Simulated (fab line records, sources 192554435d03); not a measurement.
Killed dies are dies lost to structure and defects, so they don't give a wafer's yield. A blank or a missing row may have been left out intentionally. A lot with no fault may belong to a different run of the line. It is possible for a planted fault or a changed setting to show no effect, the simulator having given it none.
Matching of chambers | flow n5-finfet | N5_BEOL_M14_VIA_ETCH_16 on rie-diel-03 has 4 sister chambers
The step etches SiO2 in C4F8/O2/Ar, target depth 1231.3 nm. 4 wafers are shown with their chamber, then 10 later ones without.

## WAFERS WITH THEIR CHAMBER
wafer  | chamber | rf-vpp-V (V)
L083.5 | 0       | 2195
L086.6 | 3       | 2315
L089.3 | 1       | 2168
L089.4 | 2       | 2174

## WAFERS WITH NO CHAMBER GIVEN
wafer  | rf-vpp-V (V)
L089.5 | 2167
L090.2 | 2174
L090.5 | 2168
L090.6 | 2175
L093.3 | 2193
L093.4 | 2175
L093.5 | 2314
L094.2 | 2314
L094.3 | 2172
L094.5 | 2194

## EACH ONE'S CHAMBER
wafer  | from the rows above     | in truth
L089.5 | 1                       | 1
L090.2 | 2                       | 2
L090.5 | 1                       | 1
L090.6 | 2                       | 2
L093.3 | 0                       | 0
L093.4 | 2                       | 2
L093.5 | 3                       | 3
L094.2 | 3                       | 3
L094.3 | can't be placed: 2 or 1 | 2
L094.5 | 0                       | 0
Placed correctly: 9 of 10. From these rows, 1 cannot be placed; in 1 the true chamber is one of the candidates. Placed wrongly: 0.
How it was worked out, from the rows above alone: a wafer's distance from a chamber is the root of the sum, over the readings, of the square of ((its reading less the chamber's mean) divided by the reading's scatter). The wafer belongs to the nearest chamber; if the next one is less than 2 further off, it can't be placed. Each chamber's mean is taken over the wafers shown for it. The scatter: with one shown wafer a chamber, the root of the mean of the squares of how far each hidden wafer lies from its nearest shown one.
